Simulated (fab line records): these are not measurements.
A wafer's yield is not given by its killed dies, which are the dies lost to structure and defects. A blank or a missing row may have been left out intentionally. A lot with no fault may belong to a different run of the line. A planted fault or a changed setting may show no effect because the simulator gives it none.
fab line records -- flow n5_finfet
record: lots: 4, wafers: 11, last_day: 17
route steps=1938 shown MOL_CONTACT_COAG@605 BEOL_M4@1111 PASSIVATION@1936
lots that met no fault: taken from a fault-free run of the same line
start_h: hours from the record's opening day to when the first of the lot's shown wafers began -- wait_h: hours elapsed since this lot's preceding step -- " identical to the entry in the row above -- L1.1+2: a single row standing in for several wafers -- - value missing, or start not given -- * or withheld: withheld -- < > ~ a bound
route shown NAME@n: NAME is a module with steps in the file, n the number in the route of the first one -- usual: average and standard deviation across the fault-free wafers -- same: alike in all rows -- chamber/n: place in a boat -- sites: readings site by site -- _std_site: the standard deviation of these -- _edge_site: mean of outer sites minus mean of inner sites -- radius_mm: how far each site lies from the wafer's centre -- mask NAME#n: copy n -- behind: tool/chamber where the wafer was last shaped -- hold: what put the lot on hold/how long, in hours/how the hold closed -- device: names the non-switching transistor (n, p or np) -- end of line: tests run on the same wafers once the route is complete -- a step given without rows: its recipe and nothing more -- killed: the dies lost at the first sort to structure and to defects; this is not the yield of the wafer -- map: shows each die of a wafer: x if killed, . if not, _ if none is there
set.NAME: the setting the step ran with; set.NAME@STEP: the setting that earlier step ran with -- model.NAME: the simulator's own value behind a step, which no gauge read
lots at some steps of the route; a table a step, a row a wafer
services: the hour from which a tool's chamber was out of use, counted from the record's first day as start_h (under 0 if before that day), plus the number of hours and why
== steps ==
step: N5_MOL_CONTACT_COAG_DESCUM_45
recipe: chemistry: O2, time_s: 7, source_power_w: 50, bias_power_w: 20, pressure_mtorr: 20, rf_frequency_hz: 2.712e+07, temp_c: 40, resist: CAR-EUV, o2_flow_sccm: 225
step: N5_MOL_CONTACT_COAG_ETCH_65
recipe: chemistry: N2/H2, target: underlayer, target_depth_a: 130, mask_material: CAR-EUV, time_s: 10.4, ion_energy_ev: 200, pressure_mtorr: 30, source_w: 840, bias_w: 150, n2_flow_sccm: 200, h2_flow_sccm: 200, ends: cleared
step: N5_MOL_CONTACT_COAG_ETCH_66
recipe: chemistry: CF4, target: SiARC, target_depth_a: 130, mask_material: CAR-EUV, time_s: 21.7, ion_energy_ev: 80, pressure_mtorr: 40, source_w: 545, bias_w: 36, Ar_flow_sccm: 100, cf4_flow_sccm: 100, ends: cleared
step: N5_MOL_CONTACT_COAG_ALD_133
recipe: material: SiO2, target_thk_a: 50, temp_c: 100, ald_precursor_family: BDEAS, ald_co_reactant: O2-plasma, pulse_time_s: 1, co_reactant_pulse_time_s: 1, purge_time_s: 2, co_reactant_purge_time_s: 2, ald_cycles: 35, pressure_torr: 2
step: N5_MOL_CONTACT_COAG_ETCHBACK_134
recipe: chemistry: CHF3, target: SiO2, target_depth_a: 100, time_s: 6.7, ion_energy_ev: 200, pressure_mtorr: 30, source_w: 610, bias_w: 170, Ar_flow_sccm: 200, CHF3_flow_sccm: 50
step: N5_MOL_CONTACT_COAG_ETCH_67
recipe: chemistry: N2/H2, target: SOC, target_depth_a: 600, overetch_a: 210, mask_material: SiARC, temp_c: 40, time_s: 101.2, ion_energy_ev: 200, pressure_mtorr: 30, source_w: 840, bias_w: 150, n2_flow_sccm: 200, h2_flow_sccm: 200
step: N5_MOL_CONTACT_COAG_STRIP_68
recipe: chemistry: N2/H2, temp_c: 40, n2_flow_sccm: 200, h2_flow_sccm: 200, rf_frequency_hz: 6e+07
step: N5_MOL_CONTACT_COAG_STRIP_69
recipe: chemistry: N2/H2, temp_c: 40, n2_flow_sccm: 200, h2_flow_sccm: 200, rf_frequency_hz: 6e+07
step: N5_MOL_CONTACT_COAG_ETCHBACK_136
recipe: chemistry: CHF3, target: SiO2, target_depth_a: 250, time_s: 16.7, ion_energy_ev: 200, pressure_mtorr: 30, source_w: 610, bias_w: 170, Ar_flow_sccm: 200, CHF3_flow_sccm: 50
step: N5_MOL_CONTACT_COAG_STRIP_120
recipe: chemistry: CHF3, resist: SiARC, rf_frequency_hz: 6e+07
step: N5_MOL_CONTACT_COAG_VIA_ETCH_117
recipe: chemistry: C4F6/O2, target_depth_a: 400, overetch_a: 80, mask_material: SOC, target: SiO2, bias_w: 455, pressure_mtorr: 10, time_s: 26, source_w: 325, Ar_flow_sccm: 300, C4F6_flow_sccm: 10, O2_flow_sccm: 10, ion_energy_ev: 575.3, ends: end_point
step: N5_MOL_CONTACT_COAG_ETCH_124
recipe: chemistry: CH3F/O2, target: SiNx, target_depth_a: 65, mask_material: SOC, stop_on: SiOC, over_etch_frac: 0.3, ion_energy_ev: 120, pressure_mtorr: 30, source_w: 395, bias_w: 73, Ar_flow_sccm: 150, CH3F_flow_sccm: 30, O2_flow_sccm: 20, ends: end_point
step: N5_MOL_CONTACT_COAG_ETCH_48
recipe: chemistry: C4F6/O2, target_depth_a: 150, overetch_a: 45, mask_material: SOC, target: SiOC, bias_w: 465, pressure_mtorr: 10, time_s: 17, source_w: 335, Ar_flow_sccm: 300, C4F6_flow_sccm: 10, O2_flow_sccm: 10, ion_energy_ev: 576
usual: C4F6_flow_sccm: 9.997/0.029, O2_flow_sccm: 10.003/0.028, drypump_motor_current_A: 5.6/0.38, oes_product_au: 0.66/0.071, rf_vpp_V: 1595/29, showerhead_plenum_p_Torr: 2.82/0.079, throttle_valve_pct: 40.53/0.28
lot.wafer,tool,chamber,start_h,wait_h,C4F6_flow_sccm,O2_flow_sccm,drypump_motor_current_A,oes_product_au,rf_hours_counter_h,rf_vpp_V,showerhead_plenum_p_Torr,throttle_valve_pct,model.SOC_of_MOL_CONTACT_COAG_COAT_62.thk_nm
L456.1,rie_diel-06,2,133.68,0.0,-,-,-,-,-,-,-,-,48.4
L456.3,rie_diel-06,3,133.68,0.0,-,-,-,-,-,-,-,-,48
L456.5,rie_diel-06,0,133.68,0.0,-,-,-,-,-,-,-,-,48.2
L457.3,rie_diel-06,0,138.46,0.0,-,-,-,-,-,-,-,-,48.6
L457.6,rie_diel-06,3,138.46,0.0,-,-,-,-,-,-,-,-,48.6
L469.3,rie_diel-05,1,211.75,0.0,9.955,9.940,5.2,0.64,199,1587,2.82,40.41,46.2
L469.5,rie_diel-05,1,211.75,0.0,9.999,9.951,5.2,0.62,-,1586,2.82,40.40,46.2
L469.6,rie_diel-05,2,211.75,0.0,10.034,9.996,5.7,0.64,-,1636,2.95,40.27,45.6
L473.3,rie_diel-06,3,234.54,0.0,9.979,9.984,6.4,0.62,220,1588,2.71,40.18,45.8
L473.4,rie_diel-06,3,234.54,0.0,9.957,10.025,6.5,0.60,-,1586,2.71,40.20,45.6
L473.6,rie_diel-06,2,234.54,0.0,9.933,10.005,5.7,0.77,-,1569,3.00,40.06,46
step: N5_MOL_CONTACT_COAG_STRIP_72
recipe: chemistry: N2/H2, power_w: 450, temp_c: 40, pressure_mtorr: 20, rf_frequency_hz: 6e+07, overash_fraction: 3, bias_power_w: 7, h2_frac: 0.5, n2_flow_sccm: 200, h2_flow_sccm: 200
step: N5_BEOL_M4_RC_MEAS_101
usual: DIBL_N: 35.8/1.8, DIBL_P: 35.6/2, IOFF_N: 0.148/0.028, IOFF_P: 0.20/0.034, ION_N: 672/12, ION_P: 462/8.5, SS_N: 71.2/0.65, SS_P: 73.1/0.67, VT_N: 251/3.3, VT_P: -251/3.8
lot.wafer,tool,chamber,start_h,wait_h,DIBL_N[mV/V],DIBL_P[mV/V],IOFF_N[nA/um],IOFF_P[nA/um],ION_N[uA/um],ION_P[uA/um],SS_N[mV/dec],SS_P[mV/dec],VT_N[mV],VT_P[mV]
L469.3,prober-01,0,267.62,0.3,37.0,37.7,0.157,0.21,676,463,71.7,73.4,250,-252
L469.5,prober-01,0,267.62,0.3,37.7,38.0,0.160,0.20,668,460,71.7,74.1,251,-251
L469.6,prober-01,0,267.62,0.3,36.9,36.7,0.158,0.19,673,455,72.4,73.3,250,-253
L473.3,prober-02,0,307.18,0.3,34.2,33.6,0.128,0.18,679,463,70.3,72.2,254,-252
L473.4,prober-02,0,307.18,0.3,34.9,33.6,0.130,0.17,678,462,71.0,72.6,253,-252
L473.6,prober-02,0,307.18,0.3,36.6,35.9,0.153,0.21,687,471,71.3,73.1,250,-248
step: N5_PASSIVATION_PROBE_49
usual: defect_limited_yield: 91.3/1.5, killed_at_M0_to_M3: 34/11, killed_at_M4_up: 14/6.1, killed_at_contacts: 12/5.9, killed_at_front_end: 39/11, killed_at_other: 4/3.3, killed_dies: 102/18, killed_on_rim: 13/3.8, killed_open: 67/13, killed_short: 33/7.9, sort_bin_5_function: 5.1/1, sort_bin_6_memory: 3.3/0.7, sort_n_pass: 1077/19, sort_yield_pct: 91.3/1.6
same: gross_dies: 1180, killed_at_back_side: 0, sort_bin_4_leakage[%]: 0, sort_bin_8_speed[%]: 0
lot.wafer,tool,chamber,start_h,wait_h,defect_limited_yield[%],killed_at_M0_to_M3,killed_at_M4_up,killed_at_contacts,killed_at_front_end,killed_at_other,killed_dies,killed_on_rim,killed_open,killed_short,sort_bin_5_function[%],sort_bin_6_memory[%],sort_n_pass,sort_yield_pct[%]
L456.1,prober-02,-,292.59,0.0,0,27,14,1087,42,10,1180,152,73,28,95.8,3.7,0,0
L456.3,prober-02,-,292.69,0.1,0,34,21,1080,42,3,1180,152,69,40,96.5,3.1,0,0
L456.5,prober-02,-,292.79,0.2,0,22,14,1105,39,0,1180,152,57,25,97.1,2.6,0,0
L457.3,prober-02,-,299.40,0.1,0,46,14,981,139,0,1180,152,68,52,94.9,4.6,0,0
L457.6,prober-02,-,299.55,0.3,0,54,9,1050,64,3,1180,152,82,43,95.5,4.2,0,0
killed by level:class
L456.1 MOL_CONTACT_COAG:area_etch=1079 STI_FIN_REVEAL:geometric_particle:open=13 BEOL_M0_SAQP:geometric_particle:short=9 BEOL_M0_SAQP:geometric_particle:open=9 DUMMY_GATE:geometric_particle:open=7 MOL_CONTACT_COAG:geometric_particle:open=7 BEOL_M1:geometric_particle:open=6 STARTING-WAFER:geometric_particle:open=6
L456.3 MOL_CONTACT_COAG:area_etch=1070 BEOL_M4:geometric_particle:open=14 FIN_SAQP:geometric_particle:short=10 FIN_SAQP:geometric_particle:open=8 BEOL_M0_SAQP:geometric_particle:short=8 BEOL_M1:geometric_particle:open=8 BEOL_M0_SAQP:geometric_particle:open=7 GATE_CUT:geometric_particle:open=5
L456.5 MOL_CONTACT_COAG:area_etch=1098 STI_FIN_REVEAL:geometric_particle:open=10 BEOL_M1:geometric_particle:open=7 FIN_SAQP:geometric_particle:open=6 DUMMY_GATE:geometric_particle:open=6 MOL_CONTACT_COAG:geometric_particle:open=6 STI_FIN_REVEAL:geometric_particle:short=4 BEOL_M0_SAQP:geometric_particle:short=4
L457.3 MOL_CONTACT_COAG:area_etch=974 SDB:area_expose=86 FIN_SAQP:geometric_particle:short=16 BEOL_M3:geometric_particle:open=12 GATE_CUT:geometric_particle:open=8 FIN_SAQP:geometric_particle:open=7 GATE_CUT:geometric_particle:short=7 BEOL_M0_SAQP:geometric_particle:short=6
L457.6 MOL_CONTACT_COAG:area_etch=1033 SDB:area_expose=21 BEOL_M2:geometric_particle:open=20 MOL_CONTACT_COAG:geometric_particle:open=13 FIN_SAQP:geometric_particle:short=10 FIN_SAQP:geometric_particle:open=8 BEOL_M0:geometric_particle:open=8 BEOL_M3:geometric_particle:open=8
map L456.1 (x killed, . not)
_________________xxxxxxxxxxxx________________
______________xxxxxxxxxxxxxxxxxx_____________
___________xxxxxxxxxxxxxxxxxxxxxxxx__________
__________xxxxxxxxxxxxxxxxxxxxxxxxxx_________
________xxxxxxxxxxxxxxxxxxxxxxxxxxxxxx_______
_______xxxxxxxxxxxxxxxxxxxxxxxxxxxxxxxx______
______xxxxxxxxxxxxxxxxxxxxxxxxxxxxxxxxxx_____
_____xxxxxxxxxxxxxxxxxxxxxxxxxxxxxxxxxxxx____
____xxxxxxxxxxxxxxxxxxxxxxxxxxxxxxxxxxxxxx___
___xxxxxxxxxxxxxxxxxxxxxxxxxxxxxxxxxxxxxxxx__
___xxxxxxxxxxxxxxxxxxxxxxxxxxxxxxxxxxxxxxxx__
__xxxxxxxxxxxxxxxxxxxxxxxxxxxxxxxxxxxxxxxxxx_
__xxxxxxxxxxxxxxxxxxxxxxxxxxxxxxxxxxxxxxxxxx_
_xxxxxxxxxxxxxxxxxxxxxxxxxxxxxxxxxxxxxxxxxxxx
_xxxxxxxxxxxxxxxxxxxxxxxxxxxxxxxxxxxxxxxxxxxx
_xxxxxxxxxxxxxxxxxxxxxxxxxxxxxxxxxxxxxxxxxxxx
_xxxxxxxxxxxxxxxxxxxxxxxxxxxxxxxxxxxxxxxxxxxx
_xxxxxxxxxxxxxxxxxxxxxxxxxxxxxxxxxxxxxxxxxxxx
_xxxxxxxxxxxxxxxxxxxxxxxxxxxxxxxxxxxxxxxxxxxx
_xxxxxxxxxxxxxxxxxxxxxxxxxxxxxxxxxxxxxxxxxxxx
_xxxxxxxxxxxxxxxxxxxxxxxxxxxxxxxxxxxxxxxxxxxx
__xxxxxxxxxxxxxxxxxxxxxxxxxxxxxxxxxxxxxxxxxx_
__xxxxxxxxxxxxxxxxxxxxxxxxxxxxxxxxxxxxxxxxxx_
___xxxxxxxxxxxxxxxxxxxxxxxxxxxxxxxxxxxxxxxx__
___xxxxxxxxxxxxxxxxxxxxxxxxxxxxxxxxxxxxxxxx__
____xxxxxxxxxxxxxxxxxxxxxxxxxxxxxxxxxxxxxx___
_____xxxxxxxxxxxxxxxxxxxxxxxxxxxxxxxxxxxx____
______xxxxxxxxxxxxxxxxxxxxxxxxxxxxxxxxxx_____
_______xxxxxxxxxxxxxxxxxxxxxxxxxxxxxxxx______
________xxxxxxxxxxxxxxxxxxxxxxxxxxxxxx_______
__________xxxxxxxxxxxxxxxxxxxxxxxxxx_________
___________xxxxxxxxxxxxxxxxxxxxxxxx__________
______________xxxxxxxxxxxxxxxxxx_____________
_________________xxxxxxxxxxxx________________
map L457.3 (x killed, . not)
_________________xxxxxxxxxxxx________________
______________xxxxxxxxxxxxxxxxxx_____________
___________xxxxxxxxxxxxxxxxxxxxxxxx__________
__________xxxxxxxxxxxxxxxxxxxxxxxxxx_________
________xxxxxxxxxxxxxxxxxxxxxxxxxxxxxx_______
_______xxxxxxxxxxxxxxxxxxxxxxxxxxxxxxxx______
______xxxxxxxxxxxxxxxxxxxxxxxxxxxxxxxxxx_____
_____xxxxxxxxxxxxxxxxxxxxxxxxxxxxxxxxxxxx____
____xxxxxxxxxxxxxxxxxxxxxxxxxxxxxxxxxxxxxx___
___xxxxxxxxxxxxxxxxxxxxxxxxxxxxxxxxxxxxxxxx__
___xxxxxxxxxxxxxxxxxxxxxxxxxxxxxxxxxxxxxxxx__
__xxxxxxxxxxxxxxxxxxxxxxxxxxxxxxxxxxxxxxxxxx_
__xxxxxxxxxxxxxxxxxxxxxxxxxxxxxxxxxxxxxxxxxx_
_xxxxxxxxxxxxxxxxxxxxxxxxxxxxxxxxxxxxxxxxxxxx
_xxxxxxxxxxxxxxxxxxxxxxxxxxxxxxxxxxxxxxxxxxxx
_xxxxxxxxxxxxxxxxxxxxxxxxxxxxxxxxxxxxxxxxxxxx
_xxxxxxxxxxxxxxxxxxxxxxxxxxxxxxxxxxxxxxxxxxxx
_xxxxxxxxxxxxxxxxxxxxxxxxxxxxxxxxxxxxxxxxxxxx
_xxxxxxxxxxxxxxxxxxxxxxxxxxxxxxxxxxxxxxxxxxxx
_xxxxxxxxxxxxxxxxxxxxxxxxxxxxxxxxxxxxxxxxxxxx
_xxxxxxxxxxxxxxxxxxxxxxxxxxxxxxxxxxxxxxxxxxxx
__xxxxxxxxxxxxxxxxxxxxxxxxxxxxxxxxxxxxxxxxxx_
__xxxxxxxxxxxxxxxxxxxxxxxxxxxxxxxxxxxxxxxxxx_
___xxxxxxxxxxxxxxxxxxxxxxxxxxxxxxxxxxxxxxxx__
___xxxxxxxxxxxxxxxxxxxxxxxxxxxxxxxxxxxxxxxx__
____xxxxxxxxxxxxxxxxxxxxxxxxxxxxxxxxxxxxxx___
_____xxxxxxxxxxxxxxxxxxxxxxxxxxxxxxxxxxxx____
______xxxxxxxxxxxxxxxxxxxxxxxxxxxxxxxxxx_____
_______xxxxxxxxxxxxxxxxxxxxxxxxxxxxxxxx______
________xxxxxxxxxxxxxxxxxxxxxxxxxxxxxx_______
__________xxxxxxxxxxxxxxxxxxxxxxxxxx_________
___________xxxxxxxxxxxxxxxxxxxxxxxx__________
______________xxxxxxxxxxxxxxxxxx_____________
_________________xxxxxxxxxxxx________________
== services ==
tool,chamber,start_h,hours,kind
rie_diel-05,3,128.67,-,clean
rie_diel-05,3,128.67,-,consumable_replace:focus_ring
rie_diel-05,3,128.67,11.6,scheduled_down
rie_diel-05,3,128.67,11.6,vent_cycle
rie_diel-06,2,158.01,-,clean
rie_diel-06,2,158.01,-,consumable_replace:focus_ring
rie_diel-06,2,158.01,-,consumable_replace:showerhead
rie_diel-06,2,158.01,24.5,scheduled_down
rie_diel-06,2,158.01,24.5,vent_cycle
rie_diel-05,2,169.34,16.3,repair
rie_diel-05,0,170.33,5.8,repair
rie_diel-06,0,219.61,-,clean
rie_diel-06,0,219.61,-,consumable_replace:focus_ring
rie_diel-06,0,219.61,23.5,scheduled_down
rie_diel-06,0,219.61,23.5,vent_cycle
== key ==
first_sign: step: N5_MOL_CONTACT_COAG_ETCH_48, reading: tool_record, direction: missing
effect: step: N5_PASSIVATION_PROBE_49, reading: killed_at_contacts, direction: up, sigmas: 99+, usual: 12, struck: 1061
model_effect: step: N5_MOL_CONTACT_COAG_ETCH_48, value: SOC_of_MOL_CONTACT_COAG_COAT_62.thk_nm, without: 45.68, struck: 48.36
more_kills_born_at: N5_MOL_CONTACT_COAG_ETCH_48@rie_diel-06: 5254
met_at N5_MOL_CONTACT_COAG_ETCH_48
struck_wafers L456.1,L456.3,L456.5,L457.3,L457.6
later_rows_left_out L456.1,L456.3,L456.5,L457.3,L457.6
earlier_fault: kind: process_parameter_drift, tool: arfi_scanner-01, chamber: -, onset_h: 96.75, steps: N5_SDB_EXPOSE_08, channel: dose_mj, offset: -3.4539, shape: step, acts_in: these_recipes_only, stated: 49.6
fault: kind: skipped_step_whole, tool: rie_diel-06, chamber: -, onset_h: 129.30, steps: N5_MOL_CONTACT_COAG_ETCH_48, scope: struck_lots_only
later_rows_left_out: the simulator's readings of these wafers behind a module that went badly wrong aren't trusted and aren't shown, but for the sort
